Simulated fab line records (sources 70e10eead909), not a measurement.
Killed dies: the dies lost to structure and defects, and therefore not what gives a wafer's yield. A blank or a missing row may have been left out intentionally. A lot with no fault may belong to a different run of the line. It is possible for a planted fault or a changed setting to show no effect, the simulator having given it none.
Which tool is to blame? || flow nand_harc || 7 lots, 21 wafers sampled, at 2 steps of a route of 1302

## WHAT THE GAUGES READ, wafer by wafer
NHARC_A_ONON_D1_THK_MEAS_27: measures by ellipsometry.
{"lot": "L894", "measured": "day 8 20:44", "on": "film_metro-01", "thk_nm (nm)": "992 992 992"}
{"lot": "L897", "measured": "day 9 11:22", "on": "film_metro-01", "thk_nm (nm)": "991 991 992"}
{"lot": "L899", "measured": "day 10 17:05", "on": "film_metro-02", "thk_nm (nm)": "995 995 996"}
{"lot": "L906", "measured": "day 13 11:40", "on": "film_metro-01", "thk_nm (nm)": "996 783 783 995 782 783"}
{"lot": "L911", "measured": "day 15 14:47", "on": "film_metro-01", "thk_nm (nm)": "989 990 990"}
{"lot": "L913", "measured": "day 16 19:49", "on": "film_metro-01", "thk_nm (nm)": "1000 998 999"}
{"lot": "L916", "measured": "day 17 19:49", "on": "film_metro-01", "thk_nm (nm)": "1002 1002 1001"}

## WHICH TOOL RAN EACH LOT (tool, then ch and the chambers of the sampled wafers, then the start)
{"lot": "L894", "NHARC_A_ONON_D1_DEP_25": "pecvd_onon-03 ch 0, day 8 20:14"}
{"lot": "L897", "NHARC_A_ONON_D1_DEP_25": "pecvd_onon-03 ch 0, day 9 10:50"}
{"lot": "L899", "NHARC_A_ONON_D1_DEP_25": "pecvd_onon-04 ch 0, day 10 16:45"}
{"lot": "L906", "NHARC_A_ONON_D1_DEP_25": "pecvd_onon-03 ch 0, day 13 11:09"}
{"lot": "L911", "NHARC_A_ONON_D1_DEP_25": "pecvd_onon-04 ch 0, day 15 14:16"}
{"lot": "L913", "NHARC_A_ONON_D1_DEP_25": "pecvd_onon-03 ch 0, day 16 19:22"}
{"lot": "L916", "NHARC_A_ONON_D1_DEP_25": "pecvd_onon-03 ch 0, day 17 19:19"}
- NHARC_A_ONON_D1_DEP_25: target thk 1000 nm.

## THE ANSWER, worked out from the rows above alone
Rule: the usual values come from the lots themselves. The widest of any qualifying gaps counts: lots, ordered by their means at a reading, are off when they make up no more than a third of the lots, leave a main group of 4 or more, and stand apart from it by 3 or more times the standard deviation of that group's means. If all means in a main group match to the digits the tables above print for the reading, that group is not used. A lot without any number at a reading at which 4 lots or more have one is off too. The other lots that the step has rows for count as sound.
Off, at NHARC_A_ONON_D1_THK_MEAS_27 on thk_nm: L906. The main group has a mean of 995 nm with a standard deviation of 4.3.
If a tool, at a process step before that reading, ran all the lots that are off and no sound lot after the first of them, it fits. Gauges at NHARC_A_ONON_D1_THK_MEAS_27: tried the same way as those tools. No candidate that was tried fits.

## WHAT HAD BEEN PUT IN BY THE SIMULATOR
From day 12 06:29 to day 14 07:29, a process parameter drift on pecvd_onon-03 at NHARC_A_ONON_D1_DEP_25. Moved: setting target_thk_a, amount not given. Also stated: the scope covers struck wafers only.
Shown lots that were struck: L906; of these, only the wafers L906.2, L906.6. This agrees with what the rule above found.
